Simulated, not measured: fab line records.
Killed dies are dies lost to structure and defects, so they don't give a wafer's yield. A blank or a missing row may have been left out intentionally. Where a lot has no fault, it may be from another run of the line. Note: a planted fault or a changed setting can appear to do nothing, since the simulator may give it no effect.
Chamber matching    flow n5-finfet    ald-hk-01 running N5_MIM_TOP_ALD_00: 4 sister chambers
The step deposits Al2O3, purge time 3 s, co reactant pulse time 3 s. 14 wafers are shown with their chamber, then 6 later ones without.

## WAFERS WITH THEIR CHAMBER
wafer   chamber  precursor-pulse-height-rel
L986.1  0        1.004
L986.3  2        0.998
L986.5  3        0.990
L990.1  1        1.009
L990.2  2        1.014
L990.3  0        1.024
L994.3  2        1.001
L994.4  3        1.027
L994.5  2        0.976
L100.3  0        0.971
L100.4  3        1.017
L100.5  1        0.984
L103.1  1        0.968
L103.2  3        0.991

SIGNATURES, as means of the wafers listed above
reading                     chamber 0  chamber 1  chamber 2  chamber 3  scatter within a chamber
precursor-pulse-height-rel  0.99967    0.98700    0.99725    1.00625    0.0202
Rule: a wafer's distance from a chamber is the root of the sum, over the readings, of the square of ((its reading less the chamber's mean) divided by the reading's scatter). The wafer belongs to the nearest chamber; if the next one is less than 2 further off, it can't be placed. The scatter: take each reading less its chamber's mean, square it, sum over the shown wafers, divide by the number of wafers less the number of chambers, and take the root.

## WAFERS WITH NO CHAMBER GIVEN
wafer   precursor-pulse-height-rel
L106.2  0.993
L106.3  1.014
L106.5  1.034
L108.1  0.985
L108.2  0.989
L108.6  1.029

## THE CHAMBER EACH PASSED THROUGH
wafer   from the rows above                in truth
L106.2  can't be placed: 2 or 1 or 0 or 3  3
L106.3  can't be placed: 3 or 0 or 2 or 1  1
L106.5  can't be placed: 3 or 0 or 2 or 1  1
L108.1  can't be placed: 1 or 2 or 0 or 3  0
L108.2  can't be placed: 1 or 2 or 0 or 3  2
L108.6  can't be placed: 3 or 0 or 2 or 1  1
Correctly placed: 0 of 6. Unplaceable from these rows: 6, with the true chamber sitting among the candidates in 6. Number placed wrongly: 0.
